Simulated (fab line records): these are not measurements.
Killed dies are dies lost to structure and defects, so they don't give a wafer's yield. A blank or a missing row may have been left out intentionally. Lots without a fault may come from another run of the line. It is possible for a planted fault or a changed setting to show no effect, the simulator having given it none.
fab line records ; flow n5Finfet
record lots=7; wafers=39
route steps=1938 shown BEOL_M6@1212 BEOL_M8@1332 BEOL_M13@1692 BEOL_M15@1773
startH: hours from the record's first day to the start of the lot's first wafer shown ; waitH: hours from the lot's prior step to this one ; " unchanged from the row above ; L1.1+2: several wafers, shown together as one row ; - value missing, or start not given ; * or withheld: withheld ; < > ~ a bound
route shown NAME@n: names a module that has steps shown in the file, with the first one's number in the route ; usual: mean/standard deviation of fault-free wafers ; same: alike in all rows ; chamber/n: place in a boat ; sites: the reading at each site ; _std_site: standard deviation of those values ; _edge_site: mean of outer sites minus mean of inner sites ; radiusMm: how far each site lies from the wafer's centre ; mask NAME#n: copy n ; behind: the tool/chamber that last shaped the wafer ; hold: what put the lot on hold/how long, in hours/how the hold closed ; device: which transistor (n, p or np) failed to switch ; end of line: the route-end tests of the same wafers ; for a step that has no rows: nothing shown but its recipe ; killed: dies lost to structure and defects at the first sort, not the wafer's yield ; map: dies across one wafer; x = killed, . = not, _ = none there
set.NAME: the setting the step ran with; set.NAME@STEP: the setting that earlier step ran with ; model.NAME: the simulator's own value behind a step, which no gauge read
one table per step and one row per wafer, for lots whose settings were changed on purpose
## steps
# step N5_BEOL_M6_ETCH_62
# recipe chemistry=N2/H2; target=SOC; targetDepthA=1100; overetchA=220; maskMaterial=SiARC; tempC=40; timeS=165; ionEnergyEv=200; pressureMtorr=30; sourceW=840; biasW=150; n2FlowSccm=200; h2FlowSccm=200
lot.wafer;tool;chamber;startH;waitH;set.timeS;model.SiARC_of_BEOL_M6_COAT_60.thkNm
L081.1;rieDiel-04;2;216.97;0.0;165;28.6
L081.2+6;rieDiel-04;0,1;216.97;0.0;165;28.4
L081.3+5;rieDiel-04;1,2;216.97;0.0;194.8;27.4
L081.4;rieDiel-04;3;216.97;0.0;194.8;27
L078.1;rieDiel-04;3;220.28;0.0;165;28.2
L078.2+3+5+6;rieDiel-04;2,1,1,2;220.28;0.0;165;28.6
L078.4;rieDiel-04;0;220.28;0.0;165;28.4
L089.1+6;rieDiel-04;3,0;272.90;0.0;165;28.2
L089.2+3+4;rieDiel-04;1,0,2;272.90;0.0;165;28.4
L089.5;rieDiel-04;3;272.90;0.0;165;28
L090.1;rieDiel-05;1;280.68;0.0;165;28.4
L090.2;rieDiel-05;0;280.68;0.0;200.4;27
L090.3;rieDiel-05;2;280.68;0.0;165;28.2
L090.4;rieDiel-05;3;280.68;0.0;165;27.6
L090.5;rieDiel-05;2;280.68;0.0;200.4;26.6
L090.6;rieDiel-05;3;280.68;0.0;200.4;26.2
L088.3+5+6;rieDiel-06;1,0,1;282.84;0.0;165;28.4
L096.1+5;rieDiel-05;3;325.28;0.0;202.5;26
L096.2;rieDiel-05;0;325.28;0.0;165;28.2
L096.3;rieDiel-05;1;325.28;0.0;165;28
L096.4;rieDiel-05;2;325.28;0.0;165;27.8
L096.6;rieDiel-05;0;325.28;0.0;202.5;26.8
L097.1+3+4+5+6;rieDiel-06;1,2,3,3,0;328.62;0.0;165;28.2
L097.2;rieDiel-06;0;328.62;0.0;165;28.4
# step N5_BEOL_M6_STRIP_68
# recipe chemistry=N2/H2; tempC=40; n2FlowSccm=200; h2FlowSccm=200; rfFrequencyHz=6e+07
# step N5_BEOL_M6_STRIP_67
# recipe chemistry=CF4; resist=SiARC; powerW=300; biasPowerW=75; pressureMtorr=50; cf4FlowSccm=150; rfFrequencyHz=6e+07
# step N5_BEOL_M6_HM_OPEN_17
# recipe chemistry=Cl2/BCl3; targetDepthA=200; overetchA=60; target=TiN; maskMaterial=SOC; ionEnergyEv=150; pressureMtorr=10; icpW=1000; biasW=126; Cl2_flow_sccm=53.25; bcl3FlowSccm=21.75; Ar_flow_sccm=25
lot.wafer;tool;chamber;startH;waitH;set.timeS@BEOL_M6_ETCH_62;model.etch.depthNm
L081.1;rieMetal-01;1;217.16;0.0;165;19.81
L081.2;rieMetal-01;0;217.16;0.0;165;20.06
L081.3;rieMetal-01;0;217.16;0.0;194.8;17.12
L081.4;rieMetal-01;1;217.16;0.0;194.8;17.24
L081.5;rieMetal-01;0;217.16;0.0;194.8;17.14
L081.6;rieMetal-01;1;217.16;0.0;165;20.09
L078.1;rieMetal-02;0;220.47;0.0;165;19.56
L078.2;rieMetal-02;1;220.47;0.0;165;19.84
L078.3;rieMetal-02;1;220.47;0.0;165;19.59
L078.4;rieMetal-02;0;220.47;0.0;165;19.89
L078.5;rieMetal-02;1;220.47;0.0;165;19.77
L078.6;rieMetal-02;0;220.47;0.0;165;19.44
L089.1;rieMetal-01;1;273.08;0.0;165;20.14
L089.2;rieMetal-01;0;273.08;0.0;165;20.07
L089.3;rieMetal-01;0;273.08;0.0;165;19.98
L089.4;rieMetal-01;1;273.08;0.0;165;19.49
L089.5;rieMetal-01;1;273.08;0.0;165;19.69
L089.6;rieMetal-01;0;273.08;0.0;165;19.84
L090.1;rieMetal-01;0;280.87;0.0;165;20
L090.2;rieMetal-01;1;280.87;0.0;200.4;16.78
L090.3;rieMetal-01;1;280.87;0.0;165;19.68
L090.4;rieMetal-01;0;280.87;0.0;165;20.04
L090.5;rieMetal-01;0;280.87;0.0;200.4;16.55
L090.6;rieMetal-01;1;280.87;0.0;200.4;16.25
L088.3+5+6;rieMetal-01;1,0,1;283.06;0.1;165;20.5
L096.1;rieMetal-01;1;325.47;0.0;202.5;16.05
L096.2;rieMetal-01;0;325.47;0.0;165;19.3
L096.3;rieMetal-01;1;325.47;0.0;165;20.01
L096.4;rieMetal-01;0;325.47;0.0;165;19.77
L096.5;rieMetal-01;0;325.47;0.0;202.5;15.81
L096.6;rieMetal-01;1;325.47;0.0;202.5;15.93
L097.1;rieMetal-01;1;328.81;0.0;165;19.95
L097.2;rieMetal-01;0;328.81;0.0;165;19.91
L097.3;rieMetal-01;0;328.81;0.0;165;19.63
L097.4;rieMetal-01;1;328.81;0.0;165;20.26
L097.5;rieMetal-01;1;328.81;0.0;165;20.09
L097.6;rieMetal-01;0;328.81;0.0;165;20.17
# step N5_BEOL_M8_ILD_DEP_00
# recipe material=SiCOH_lowk; targetThkA=1797.5; tempC=300; precursor=DEMS/porogen; pressureTorr=5; rfW=500; timeS=33.4
lot.wafer;tool;chamber;startH;waitH;set.timeS;model.SiCOH_lowk_of_BEOL_M8_ILD_DEP_00.thkNm
L081.1;pecvd-01;2;228.62;0.0;33.4;180.4
L081.2;pecvd-01;1;228.62;0.0;33.4;177.8
L081.3;pecvd-01;0;228.62;0.0;18.61;98.6
L081.4;pecvd-01;1;228.62;0.0;18.61;103.8
L081.5;pecvd-01;2;228.62;0.0;33.4;182.4
L081.6;pecvd-01;0;228.62;0.0;18.61;100.8
L078.1;pecvd-02;2;239.40;0.0;38.71;205
L078.2;pecvd-02;1;239.40;0.0;33.4;179.4
L078.3;pecvd-02;0;239.40;0.0;33.4;180.4
L078.4;pecvd-02;2;239.40;0.0;33.4;181
L078.5;pecvd-02;0;239.40;0.0;38.71;214.2
L078.6;pecvd-02;1;239.40;0.0;38.71;211.6
L089.1;pecvd-01;1;288.42;0.0;33.4;178.8
L089.2;pecvd-01;0;288.42;0.0;47.09;249.6
L089.3;pecvd-01;2;288.42;0.0;47.09;253.8
L089.4;pecvd-01;0;288.42;0.0;47.09;251.6
L089.5;pecvd-01;1;288.42;0.0;33.4;181.6
L089.6;pecvd-01;2;288.42;0.0;33.4;184.2
L090.1;pecvd-01;0;294.59;0.0;33.4;174.8
L090.2;pecvd-01;2;294.59;0.0;33.4;179.8
L090.3;pecvd-01;1;294.59;0.0;33.4;174.2
L090.4;pecvd-01;0;294.59;0.0;33.4;177.6
L090.5;pecvd-01;2;294.59;0.0;33.4;183.2
L090.6;pecvd-01;1;294.59;0.0;33.4;178
L088.3;pecvd-04;0;297.75;0.1;33.4;182.2
L088.5;pecvd-04;2;297.75;0.1;33.4;180.6
L088.6;pecvd-04;0;297.75;0.1;33.4;183.4
L096.1;pecvd-02;1;338.37;0.0;33.4;178.6
L096.2;pecvd-02;2;338.37;0.0;21.61;117.8
L096.3;pecvd-02;0;338.37;0.0;21.61;119.4
L096.4;pecvd-02;0;338.37;0.0;33.4;182.6
L096.5;pecvd-02;2;338.37;0.0;21.61;119.8
L096.6;pecvd-02;1;338.37;0.0;33.4;180.4
L097.1;pecvd-01;0;339.95;0.0;33.4;176
L097.2;pecvd-01;2;339.95;0.0;33.4;179
L097.3;pecvd-01;1;339.95;0.0;48.78;255.2
L097.4;pecvd-01;1;339.95;0.0;48.78;261.6
L097.5;pecvd-01;0;339.95;0.0;48.78;260.4
L097.6;pecvd-01;2;339.95;0.0;33.4;181
# step N5_BEOL_M8_CURE_74
# recipe tempC=385; timeS=240; ambient=He/Ar; material=SiCOH_lowk
lot.wafer;tool;chamber;startH;waitH;set.timeS@BEOL_M8_ILD_DEP_00;model.SiCOH_lowk_of_BEOL_M8_ILD_DEP_00.thkNm
L081.1;uvCure-01;0;229.21;0.6;33.4;155.6
L081.2;uvCure-01;0;229.21;0.6;33.4;153.2
L081.3;uvCure-01;0;229.21;0.6;18.61;84.6
L081.4;uvCure-01;0;229.21;0.6;18.61;89.2
L081.5;uvCure-01;0;229.21;0.6;33.4;157.4
L081.6;uvCure-01;0;229.21;0.6;18.61;86.4
L078.1;uvCure-02;1;239.47;0.0;38.71;177.2
L078.2;uvCure-02;1;239.47;0.0;33.4;154.8
L078.3;uvCure-02;1;239.47;0.0;33.4;155.6
L078.4;uvCure-02;1;239.47;0.0;33.4;156
L078.5;uvCure-02;1;239.47;0.0;38.71;185
L078.6;uvCure-02;1;239.47;0.0;38.71;182.8
L089.1;uvCure-02;0;288.49;0.0;33.4;154.2
L089.2;uvCure-02;0;288.49;0.0;47.09;216
L089.3;uvCure-02;0;288.49;0.0;47.09;219.8
L089.4;uvCure-02;0;288.49;0.0;47.09;217.8
L089.5;uvCure-02;0;288.49;0.0;33.4;156.6
L089.6;uvCure-02;0;288.49;0.0;33.4;158.8
L090.1;uvCure-01;0;294.65;0.0;33.4;150.6
L090.2;uvCure-01;0;294.65;0.0;33.4;155
L090.3;uvCure-01;0;294.65;0.0;33.4;150.2
L090.4;uvCure-01;0;294.65;0.0;33.4;153.2
L090.5;uvCure-01;0;294.65;0.0;33.4;158
L090.6;uvCure-01;0;294.65;0.0;33.4;153.6
L088.3;uvCure-03;2;298.31;0.5;33.4;157.2
L088.5;uvCure-03;2;298.31;0.5;33.4;155.6
L088.6;uvCure-03;2;298.31;0.5;33.4;158.2
L096.1;uvCure-02;0;338.44;0.0;33.4;154
L096.2;uvCure-02;0;338.44;0.0;21.61;101.2
L096.3;uvCure-02;0;338.44;0.0;21.61;102.6
L096.4;uvCure-02;0;338.44;0.0;33.4;157.4
L096.5;uvCure-02;0;338.44;0.0;21.61;102.8
L096.6;uvCure-02;0;338.44;0.0;33.4;155.6
L097.1;uvCure-02;1;340.01;0.0;33.4;151.6
L097.2;uvCure-02;1;340.01;0.0;33.4;154.4
L097.3;uvCure-02;1;340.01;0.0;48.78;221
L097.4;uvCure-02;1;340.01;0.0;48.78;226.6
L097.5;uvCure-02;1;340.01;0.0;48.78;225.6
L097.6;uvCure-02;1;340.01;0.0;33.4;156.2
# step N5_BEOL_M8_THK_MEAS_01
# recipe reads=SiCOH_lowk_of_BEOL_M8_ILD_DEP_00
# usual M8_ILD_THK=155.5/2.4
lot.wafer;tool;chamber;startH;waitH;set.timeS@BEOL_M8_ILD_DEP_00;M8_ILD_THK[nm]
L081.1;filmMetro-02;-;229.72;0.4;33.4;155.6
L081.2;filmMetro-02;-;229.72;0.4;33.4;153.2
L081.3;filmMetro-02;-;229.72;0.4;18.61;84.5
L081.4;filmMetro-02;-;229.72;0.4;18.61;89.2
L081.5;filmMetro-02;-;229.72;0.4;33.4;157.4
L081.6;filmMetro-02;-;229.72;0.4;18.61;86.5
L078.1;filmMetro-01;-;239.98;0.4;38.71;177.2
L078.2;filmMetro-01;-;239.98;0.4;33.4;154.8
L078.3;filmMetro-01;-;239.98;0.4;33.4;155.7
L078.4;filmMetro-01;-;239.98;0.4;33.4;156.0
L078.5;filmMetro-01;-;239.98;0.4;38.71;185.1
L078.6;filmMetro-01;-;239.98;0.4;38.71;182.8
L089.1;filmMetro-02;-;289.01;0.4;33.4;154.2
L089.2;filmMetro-02;-;289.01;0.4;47.09;216.0
L089.3;filmMetro-02;-;289.01;0.4;47.09;219.9
L089.4;filmMetro-02;-;289.01;0.4;47.09;217.9
L089.5;filmMetro-02;-;289.01;0.4;33.4;156.6
L089.6;filmMetro-02;-;289.01;0.4;33.4;159.0
L090.1;filmMetro-02;-;295.17;0.4;33.4;150.7
L090.2;filmMetro-02;-;295.17;0.4;33.4;154.9
L090.3;filmMetro-02;-;295.17;0.4;33.4;150.1
L090.4;filmMetro-02;-;295.17;0.4;33.4;153.1
L090.5;filmMetro-02;-;295.17;0.4;33.4;158.0
L090.6;filmMetro-02;-;295.17;0.4;33.4;153.4
L088.3;filmMetro-01;-;298.67;0.3;33.4;157.1
L088.5;filmMetro-01;-;298.67;0.3;33.4;155.6
L088.6;filmMetro-01;-;298.67;0.3;33.4;158.2
L096.1;filmMetro-01;-;338.95;0.4;33.4;154.0
L096.2;filmMetro-01;-;338.95;0.4;21.61;101.2
L096.3;filmMetro-01;-;338.95;0.4;21.61;102.6
L096.4;filmMetro-01;-;338.95;0.4;33.4;157.6
L096.5;filmMetro-01;-;338.95;0.4;21.61;102.9
L096.6;filmMetro-01;-;338.95;0.4;33.4;155.6
L097.1;filmMetro-02;-;340.52;0.4;33.4;151.6
L097.2;filmMetro-02;-;340.52;0.4;33.4;154.4
L097.3;filmMetro-02;-;340.52;0.4;48.78;221.0
L097.4;filmMetro-02;-;340.52;0.4;48.78;226.5
L097.5;filmMetro-02;-;340.52;0.4;48.78;225.7
L097.6;filmMetro-02;-;340.52;0.4;33.4;156.2
# step N5_BEOL_M13_DESCUM_33
# recipe chemistry=O2; timeS=7.9; sourcePowerW=50; biasPowerW=20; pressureMtorr=20; rfFrequencyHz=2.712e+07; tempC=40; o2FlowSccm=225
lot.wafer;tool;chamber;startH;waitH;set.timeS;model.coat_of_BEOL_M13_COAT_22.thkNm
L081.1;rieDiel-02;0;281.58;0.0;7.9;281.6
L081.2;rieDiel-02;2;281.58;0.0;7.9;282.2
L081.3;rieDiel-02;1;281.58;0.0;7.9;281.4
L081.4;rieDiel-02;3;281.58;0.0;10.99;280
L081.5;rieDiel-02;1;281.58;0.0;10.99;280.6
L081.6;rieDiel-02;0;281.58;0.0;10.99;279.8
L078.1;rieDiel-03;2;281.82;0.0;7.9;283
L078.2+5;rieDiel-03;0,2;281.82;0.0;7.9;282.4
L078.3;rieDiel-03;3;281.82;0.0;6.713;282.8
L078.4;rieDiel-03;1;281.82;0.0;6.713;283.6
L078.6;rieDiel-03;1;281.82;0.0;6.713;283.2
L089.1;rieDiel-03;1;328.21;0.0;7.9;282.4
L089.2+3;rieDiel-03;0,2;328.21;0.0;7.9;282.2
L089.4;rieDiel-03;1;328.21;0.0;7.9;281.2
L089.5;rieDiel-03;0;328.21;0.0;7.9;281.6
L089.6;rieDiel-03;2;328.21;0.0;7.9;282.6
L090.1;rieDiel-01;1;331.93;0.2;7.9;283.8
L090.2+4;rieDiel-01;0;331.93;0.2;11.42;282.4
L090.3;rieDiel-01;2;331.93;0.2;7.9;284.8
L090.5;rieDiel-01;2;331.93;0.2;11.42;282.2
L090.6;rieDiel-01;1;331.93;0.2;7.9;284.4
L088.3;rieDiel-03;0;335.24;0.1;7.9;282.6
L088.5;rieDiel-03;0;335.24;0.1;7.9;282.8
L088.6;rieDiel-03;2;335.24;0.1;7.9;282
L096.1+3;rieDiel-01;0,3;381.66;0.0;7.9;283.4
L096.2+4;rieDiel-01;1,2;381.66;0.0;7.9;283.6
L096.5+6;rieDiel-01;0,3;381.66;0.0;7.9;284
L097.1+5;rieDiel-03;3;386.79;0.0;7.9;284.6
L097.2;rieDiel-03;0;386.79;0.0;3.55;286.6
L097.3;rieDiel-03;2;386.79;0.0;7.9;284.2
L097.4;rieDiel-03;1;386.79;0.0;3.55;286
L097.6;rieDiel-03;0;386.79;0.0;3.55;286.4
# step N5_BEOL_M15_ILD_DEP_00
# recipe material=SiO2; targetThkA=16293; tempC=400; precursor=TEOS/O2; pressureTorr=6.5; rfW=900; teosFlowSccm=161.4; gas=O2; flowSccm=2650; timeS=346.1
lot.wafer;tool;chamber;startH;waitH;set.targetThkA;model.SiO2_of_BEOL_M15_ILD_DEP_00.thkNm
L078.1;pecvd-04;2;299.11;0.0;16293;1618
L078.2;pecvd-04;0;299.11;0.0;8662;857.8
L078.3;pecvd-04;1;299.11;0.0;16293;1597
L078.4;pecvd-04;2;299.11;0.0;16293;1640
L078.5;pecvd-04;0;299.11;0.0;8662;871.4
L078.6;pecvd-04;1;299.11;0.0;8662;858.8
L081.1;pecvd-04;2;301.90;0.0;22970;2279
L081.2+4;pecvd-04;0,1;301.90;0.0;16293;1621
L081.3;pecvd-04;1;301.90;0.0;22970;2272
L081.5;pecvd-04;2;301.90;0.0;16293;1653
L081.6;pecvd-04;0;301.90;0.0;22970;2304
L089.1;pecvd-04;2;336.88;0.0;16293;1609
L089.2;pecvd-04;1;336.88;0.0;16293;1610
L089.3;pecvd-04;0;336.88;0.0;18840;1873
L089.4;pecvd-04;1;336.88;0.0;18840;1892
L089.5;pecvd-04;2;336.88;0.0;18840;1916
L089.6;pecvd-04;0;336.88;0.0;16293;1665
L090.1;pecvd-03;2;350.84;0.0;24970;2439
L090.2;pecvd-03;0;350.84;0.0;24970;2483
L090.3;pecvd-03;1;350.84;0.0;16293;1601
L090.4;pecvd-03;0;350.84;0.0;24970;2494
L090.5;pecvd-03;2;350.84;0.0;16293;1604
L090.6;pecvd-03;1;350.84;0.0;16293;1616
L088.3;pecvd-04;1;351.03;0.0;16293;1621
L088.5;pecvd-04;2;351.03;0.0;16293;1626
L088.6;pecvd-04;0;351.03;0.0;16293;1638
L096.1;pecvd-03;1;391.34;0.0;13000;1248
L096.2;pecvd-03;2;391.34;0.0;13000;1278
L096.3;pecvd-03;0;391.34;0.0;16293;1598
L096.4;pecvd-03;0;391.34;0.0;16293;1644
L096.5;pecvd-03;2;391.34;0.0;16293;1605
L096.6;pecvd-03;1;391.34;0.0;13000;1275
L097.1;pecvd-03;2;395.55;0.0;16293;1607
L097.2;pecvd-03;0;395.55;0.0;16293;1614
L097.3;pecvd-03;1;395.55;0.0;16293;1591
L097.4+6;pecvd-03;2,1;395.55;0.0;16293;1634
L097.5;pecvd-03;0;395.55;0.0;16293;1636
# step N5_BEOL_M15_THK_MEAS_01
# recipe reads=SiO2_of_BEOL_M15_ILD_DEP_00
# usual M15_ILD_THK=1617/22
lot.wafer;tool;chamber;startH;waitH;set.targetThkA@BEOL_M15_ILD_DEP_00;M15_ILD_THK[nm]
L078.1;filmMetro-01;-;299.36;0.1;16293;1619
L078.2;filmMetro-01;-;299.36;0.1;8662;857
L078.3;filmMetro-01;-;299.36;0.1;16293;1595
L078.4;filmMetro-01;-;299.36;0.1;16293;1639
L078.5;filmMetro-01;-;299.36;0.1;8662;872
L078.6;filmMetro-01;-;299.36;0.1;8662;858
L081.1;filmMetro-02;-;302.15;0.1;22970;2279
L081.2;filmMetro-02;-;302.15;0.1;16293;1622
L081.3;filmMetro-02;-;302.15;0.1;22970;2271
L081.4;filmMetro-02;-;302.15;0.1;16293;1622
L081.5;filmMetro-02;-;302.15;0.1;16293;1654
L081.6;filmMetro-02;-;302.15;0.1;22970;2303
L089.1;filmMetro-01;-;337.13;0.1;16293;1610
L089.2;filmMetro-01;-;337.13;0.1;16293;1610
L089.3;filmMetro-01;-;337.13;0.1;18840;1871
L089.4;filmMetro-01;-;337.13;0.1;18840;1893
L089.5;filmMetro-01;-;337.13;0.1;18840;1917
L089.6;filmMetro-01;-;337.13;0.1;16293;1665
L090.1;filmMetro-01;-;351.09;0.1;24970;2438
L090.2;filmMetro-01;-;351.09;0.1;24970;2484
L090.3;filmMetro-01;-;351.09;0.1;16293;1601
L090.4;filmMetro-01;-;351.09;0.1;24970;2496
L090.5;filmMetro-01;-;351.09;0.1;16293;1603
L090.6;filmMetro-01;-;351.09;0.1;16293;1617
L088.3;filmMetro-02;-;351.28;0.1;16293;1621
L088.5;filmMetro-02;-;351.28;0.1;16293;1626
L088.6;filmMetro-02;-;351.28;0.1;16293;1640
L096.1;filmMetro-01;-;391.59;0.1;13000;1248
L096.2;filmMetro-01;-;391.59;0.1;13000;1277
L096.3;filmMetro-01;-;391.59;0.1;16293;1597
L096.4;filmMetro-01;-;391.59;0.1;16293;1644
L096.5;filmMetro-01;-;391.59;0.1;16293;1606
L096.6;filmMetro-01;-;391.59;0.1;13000;1275
L097.1;filmMetro-01;-;395.80;0.1;16293;1607
L097.2;filmMetro-01;-;395.80;0.1;16293;1615
L097.3;filmMetro-01;-;395.80;0.1;16293;1589
L097.4;filmMetro-01;-;395.80;0.1;16293;1634
L097.5;filmMetro-01;-;395.80;0.1;16293;1636
L097.6;filmMetro-01;-;395.80;0.1;16293;1636
# step N5_BEOL_M15_COAT_58
# recipe resist=BARC; tempC=205; timeS=60; spinRpm=1500; resistThkNm=89
# step N5_BEOL_M15_COAT_04
# recipe spinRpm=1704; resistThkNm=800
# step N5_BEOL_M15_DESCUM_15
# recipe chemistry=O2; timeS=7.9; sourcePowerW=50; biasPowerW=20; pressureMtorr=20; rfFrequencyHz=2.712e+07; tempC=40; o2FlowSccm=225
# step N5_BEOL_M15_ETCH_59
# recipe chemistry=N2/H2; target=BARC; targetDepthA=890; overetchA=267; timeS=67.9; ionEnergyEv=200; pressureMtorr=30; sourceW=840; biasW=150; n2FlowSccm=200; h2FlowSccm=200
# step N5_BEOL_M15_VIA_ETCH_16
# recipe chemistry=C4F8/O2/Ar; target=SiO2; heInnerTorr=15; heOuterTorr=30; targetDepthA=17922; timeS=withheld; ionEnergyEv=800; pressureMtorr=20; sourceW=1905; biasW=2040; Ar_flow_sccm=400; C4F8_flow_sccm=16; O2_flow_sccm=12; ends=cleared
lot.wafer;tool;chamber;startH;waitH;set.targetThkA@BEOL_M15_ILD_DEP_00;model.etch.depthNm;model.coat_of_BEOL_M15_COAT_04.thkNm
L078.1;rieDiel-03;3;299.96;0.0;16293;1618;339
L078.2;rieDiel-03;0;299.96;0.0;8662;857.8;514.6
L078.3;rieDiel-03;2;299.96;0.0;16293;1597;347
L078.4;rieDiel-03;1;299.96;0.0;16293;1640;334.2
L078.5;rieDiel-03;3;299.96;0.0;8662;871.4;514.8
L078.6;rieDiel-03;0;299.96;0.0;8662;858.9;512.4
L081.1;rieDiel-01;1;302.91;0.0;22970;2279;178.6
L081.2;rieDiel-01;3;302.91;0.0;16293;1621;335.8
L081.3;rieDiel-01;0;302.91;0.0;22970;2272;187.4
L081.4;rieDiel-01;2;302.91;0.0;16293;1621;338
L081.5;rieDiel-01;3;302.91;0.0;16293;1653;328.6
L081.6;rieDiel-01;0;302.91;0.0;22970;2304;177
L089.1;rieDiel-02;2;337.85;0.0;16293;1609;337.6
L089.2;rieDiel-02;3;337.85;0.0;16293;1610;343.8
L089.3;rieDiel-02;0;337.85;0.0;18840;1873;284.6
L089.4;rieDiel-02;3;337.85;0.0;18840;1892;278.4
L089.5;rieDiel-02;2;337.85;0.0;18840;1916;269.4
L089.6;rieDiel-02;0;337.85;0.0;16293;1665;335.2
L090.1;rieDiel-03;0;351.69;0.0;24970;2439;132.4
L090.2;rieDiel-03;3;351.69;0.0;24970;2483;135.2
L090.3;rieDiel-03;2;351.69;0.0;16293;1601;343.8
L090.4;rieDiel-03;0;351.69;0.0;24970;2494;121.4
L090.5;rieDiel-03;3;351.69;0.0;16293;1604;341.4
L090.6;rieDiel-03;2;351.69;0.0;16293;1616;340.8
L088.3;rieDiel-03;0;352.24;0.0;16293;1621;330
L088.5;rieDiel-03;2;352.24;0.0;16293;1626;341.2
L088.6;rieDiel-03;3;352.24;0.0;16293;1638;337.4
L096.1;rieDiel-02;0;392.07;0.0;13000;1248;429
L096.2;rieDiel-02;2;392.07;0.0;13000;1278;416.6
L096.3;rieDiel-02;3;392.07;0.0;16293;1598;344.2
L096.4;rieDiel-02;1;392.07;0.0;16293;1644;329.8
L096.5;rieDiel-02;3;392.07;0.0;16293;1605;342.4
L096.6;rieDiel-02;2;392.07;0.0;13000;1275;416.2
L097.1;rieDiel-03;0;396.28;0.0;16293;1607;329.2
L097.2;rieDiel-03;3;396.28;0.0;16293;1614;338
L097.3;rieDiel-03;1;396.28;0.0;16293;1591;346.8
L097.4;rieDiel-03;2;396.28;0.0;16293;1634;336.4
L097.5;rieDiel-03;1;396.28;0.0;16293;1636;331.4
L097.6;rieDiel-03;0;396.28;0.0;16293;1634;326.8
# step N5_BEOL_M15_STRIP_63
# recipe chemistry=O2; powerW=600; tempC=60; pressureMtorr=30; rfFrequencyHz=6e+07; biasPowerW=0; overashFraction=0.3; o2FlowSccm=225
# step N5_BEOL_M15_STRIP_64
# recipe chemistry=O2; powerW=600; tempC=60; pressureMtorr=30; rfFrequencyHz=6e+07; biasPowerW=0; overashFraction=0.3; o2FlowSccm=225
# step N5_BEOL_M15_STRIP_65
# recipe chemistry=postEtchResidueRemover; timeS=60; tempC=25; removerPh=withheld; removerWaterWtPct=withheld; removerFluorideWtPct=withheld
# step N5_BEOL_M15_SRD_66
# recipe timeS=30; tempC=23; rinseLiquid=diw; dry=n2Spin; spinRpm=1500; dryTimeS=30
# step N5_BEOL_M15_CD_MEAS_17
# recipe targetCdNm=360; polarity=opening
# usual cdNm=362.3/2.2
lot.wafer;tool;chamber;startH;waitH;set.targetThkA@BEOL_M15_ILD_DEP_00;cdNm
L078.1;cdSem-01;-;300.37;0.0;16293;359.6
L078.2;cdSem-01;-;300.37;0.0;8662;349.7
L078.3;cdSem-01;-;300.37;0.0;16293;357.8
L078.4;cdSem-01;-;300.37;0.0;16293;359.8
L078.5;cdSem-01;-;300.37;0.0;8662;354.9
L078.6;cdSem-01;-;300.37;0.0;8662;351.9
L081.1;cdSem-02;-;303.32;0.0;22970;366.8
L081.2;cdSem-02;-;303.32;0.0;16293;359.2
L081.3;cdSem-02;-;303.32;0.0;22970;367.9
L081.4;cdSem-02;-;303.32;0.0;16293;362.3
L081.5;cdSem-02;-;303.32;0.0;16293;362.7
L081.6;cdSem-02;-;303.32;0.0;22970;370.5
L089.1;cdSem-02;-;338.26;0.0;16293;364.5
L089.2;cdSem-02;-;338.26;0.0;16293;364.0
L089.3;cdSem-02;-;338.26;0.0;18840;364.5
L089.4;cdSem-02;-;338.26;0.0;18840;368.5
L089.5;cdSem-02;-;338.26;0.0;18840;366.0
L089.6;cdSem-02;-;338.26;0.0;16293;363.3
L090.1;cdSem-01;-;352.10;0.0;24970;365.7
L090.2;cdSem-01;-;352.10;0.0;24970;370.6
L090.3;cdSem-01;-;352.10;0.0;16293;360.9
L090.4;cdSem-01;-;352.10;0.0;24970;368.3
L090.5;cdSem-01;-;352.10;0.0;16293;360.3
L090.6;cdSem-01;-;352.10;0.0;16293;359.8
L088.3;cdSem-03;-;352.65;0.0;16293;362.5
L088.5;cdSem-03;-;352.65;0.0;16293;364.9
L088.6;cdSem-03;-;352.65;0.0;16293;362.9
L096.1;cdSem-01;-;392.48;0.0;13000;358.0
L096.2;cdSem-01;-;392.48;0.0;13000;359.8
L096.3;cdSem-01;-;392.48;0.0;16293;364.2
L096.4;cdSem-01;-;392.48;0.0;16293;365.7
L096.5;cdSem-01;-;392.48;0.0;16293;363.8
L096.6;cdSem-01;-;392.48;0.0;13000;360.3
L097.1;cdSem-03;-;396.69;0.0;16293;359.7
L097.2;cdSem-03;-;396.69;0.0;16293;361.1
L097.3;cdSem-03;-;396.69;0.0;16293;362.2
L097.4;cdSem-03;-;396.69;0.0;16293;361.6
L097.5;cdSem-03;-;396.69;0.0;16293;364.6
L097.6;cdSem-03;-;396.69;0.0;16293;359.6
## key
split step=N5_BEOL_M6_ETCH_62; setting=timeS; stated=165; by=wafer
response step=N5_BEOL_M6_ETCH_62; reading=model.SiARC_of_BEOL_M6_COAT_60.thkNm; change=-0.071; per=1%; r=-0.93
response step=N5_BEOL_M6_HM_OPEN_17; reading=model.etch.depthNm; change=-0.16; per=1%; r=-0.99
split step=N5_BEOL_M8_ILD_DEP_00; setting=timeS; stated=33.4; by=wafer
response step=N5_BEOL_M8_ILD_DEP_00; reading=model.SiCOH_lowk_of_BEOL_M8_ILD_DEP_00.thkNm; change=+1.75; per=1%; r=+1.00
response step=N5_BEOL_M8_CURE_74; reading=model.SiCOH_lowk_of_BEOL_M8_ILD_DEP_00.thkNm; change=+1.53; per=1%; r=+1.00
response step=N5_BEOL_M8_THK_MEAS_01; reading=M8_ILD_THK; change=+1.53; per=1%; r=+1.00
split step=N5_BEOL_M13_DESCUM_33; setting=timeS; stated=7.9; by=wafer
response step=N5_BEOL_M13_DESCUM_33; reading=model.coat_of_BEOL_M13_COAT_22.thkNm; change=-0.0389; per=1%; r=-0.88
split step=N5_BEOL_M15_ILD_DEP_00; setting=targetThkA; stated=16293; by=wafer
response step=N5_BEOL_M15_ILD_DEP_00; reading=model.SiO2_of_BEOL_M15_ILD_DEP_00.thkNm; change=+16.2; per=1%; r=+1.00
response step=N5_BEOL_M15_THK_MEAS_01; reading=M15_ILD_THK; change=+16.2; per=1%; r=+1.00
response step=N5_BEOL_M15_VIA_ETCH_16; reading=model.etch.depthNm; change=+16.2; per=1%; r=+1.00
response step=N5_BEOL_M15_VIA_ETCH_16; reading=model.coat_of_BEOL_M15_COAT_04.thkNm; change=-3.85; per=1%; r=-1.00
response step=N5_BEOL_M15_CD_MEAS_17; reading=cdNm; change=+0.159; per=1%; r=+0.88
